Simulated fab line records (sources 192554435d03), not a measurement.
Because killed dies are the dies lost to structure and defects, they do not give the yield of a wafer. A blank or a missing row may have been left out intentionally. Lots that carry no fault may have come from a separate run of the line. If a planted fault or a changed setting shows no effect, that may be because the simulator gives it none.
Split-lot study + flow n5Finfet + 7 lots, 21 wafers read, on a route of 1938 steps

ON THE SPLIT
At N5_HKMG_FIN_CVD_62 (deposits a-Si from Si2H6, target thk 3 nm, time 20.8 s), the setting tempC was moved away from the recipe's 500 C on 8 of the 21 wafers read, by -4.1% to -2.2%. All remaining wafers had this setting at the recipe value.

The reading comes from the split's own step.

THE READING
a-Si_of_HKMG_FIN_CVD_62.thkNm (the simulator's own value, which no gauge read), in nm, at N5_HKMG_FIN_CVD_62 (deposits a-Si from Si2H6, target thk 3 nm, time 20.8 s). No usual value for it is given in the file. Here, 13 wafers ran the recipe; their average is 3.0 nm with a standard deviation of 0.13 nm.

| wafer  | tool, chamber at the split | tempC as run, C | against the recipe | a-Si_of_HKMG_FIN_CVD_62.thkNm, nm | against lot-mates on the recipe |
|--------|----------------------------|-----------------|--------------------|-----------------------------------|---------------------------------|
| L077.1 | thermalCvdSi-01, 1         | 500             | recipe             | 3                                 | -                               |
| L077.5 | thermalCvdSi-01, 1         | 500             | recipe             | 3                                 | -                               |
| L077.3 | thermalCvdSi-01, 0         | 500             | recipe             | 3.2                               | -                               |
| L078.2 | thermalCvdSi-02, 0,2       | 488.9           | -2.2%              | 2                                 | -0.8                            |
| L078.5 | thermalCvdSi-02, 0,2       | 488.9           | -2.2%              | 2                                 | -0.8                            |
| L078.3 | thermalCvdSi-02, 2         | 500             | recipe             | 2.8                               | -                               |
| L085.2 | thermalCvdSi-01, 0,1,2     | 500             | recipe             | 3                                 | -                               |
| L085.4 | thermalCvdSi-01, 0,1,2     | 500             | recipe             | 3                                 | -                               |
| L085.5 | thermalCvdSi-01, 0,1,2     | 500             | recipe             | 3                                 | -                               |
| L086.1 | thermalCvdSi-02, 2         | 479.6           | -4.1%              | 1.4                               | -1.2                            |
| L086.3 | thermalCvdSi-02, 1         | 500             | recipe             | 2.6                               | -                               |
| L086.4 | thermalCvdSi-02, 0         | 479.6           | -4.1%              | 1.6                               | -1.0                            |
| L089.2 | thermalCvdSi-01, 1,2,2     | 500             | recipe             | 3                                 | -                               |
| L089.3 | thermalCvdSi-01, 1,2,2     | 500             | recipe             | 3                                 | -                               |
| L089.5 | thermalCvdSi-01, 1,2,2     | 500             | recipe             | 3                                 | -                               |
| L091.2 | thermalCvdSi-01, 0,2       | 486.2           | -2.8%              | 2                                 | -1.0                            |
| L091.4 | thermalCvdSi-01, 0,2       | 486.2           | -2.8%              | 2                                 | -1.0                            |
| L091.5 | thermalCvdSi-01, 1         | 500             | recipe             | 3                                 | -                               |
| L095.1 | thermalCvdSi-01, 0         | 500             | recipe             | 3                                 | -                               |
| L095.3 | thermalCvdSi-01, 1         | 481             | -3.8%              | 1.8                               | -1.2                            |
| L095.6 | thermalCvdSi-01, 1         | 481             | -3.8%              | 1.6                               | -1.4                            |
When a row names more than one chamber, that row covers several wafers, and the file does not tell which wafer ran in which chamber.

FIT RESULTS
A straight line over all 21 wafers: a-Si_of_HKMG_FIN_CVD_62.thkNm changes by +0.356 nm for each +1% of tempC; r = +0.98; the points scatter about the line by 0.13 nm.
The same after taking each lot's own level away (the mean of its wafers on the recipe; 21 wafers): +0.316 nm for each +1%; r = +0.98; scatter 0.1 nm.
The reading moves by 1.3 nm for the largest change in tempC, on that fit.
From 2.60 to 3.07 nm: that is the span of the lots' own levels, equal to 3.5 times the standard deviation above.
Hence the slope depends on the lot-to-lot level, as the two fits are not the same.
Check: -1.33 nm against its lot-mates is what the line predicts for one of the wafers moved furthest among these (-4.1%) when that wafer is left out of the fit. Against them it came out at -1.2 nm.

ADDITIONAL SPLITS CARRIED BY THESE WAFERS
These wafers also went through other splits before the reading. Each is held against what the fit with the lots' levels taken away leaves over:
| other split on the same wafers | wafers away from the commonest value | r with a-Si_of_HKMG_FIN_CVD_62.thkNm (lot level and that fit taken away) |
|--------------------------------|--------------------------------------|--------------------------------------------------------------------------|
| N5_SDB_COAT_05 spinRpm         | 9                                    | -0.12                                                                    |
| N5_HKMG_FIN_ETCH_55 biasW      | 6                                    | -0.07                                                                    |

FILE'S OWN FIT
a-Si_of_HKMG_FIN_CVD_62.thkNm changes by +0.32 nm for each +1% of tempC, r = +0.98.
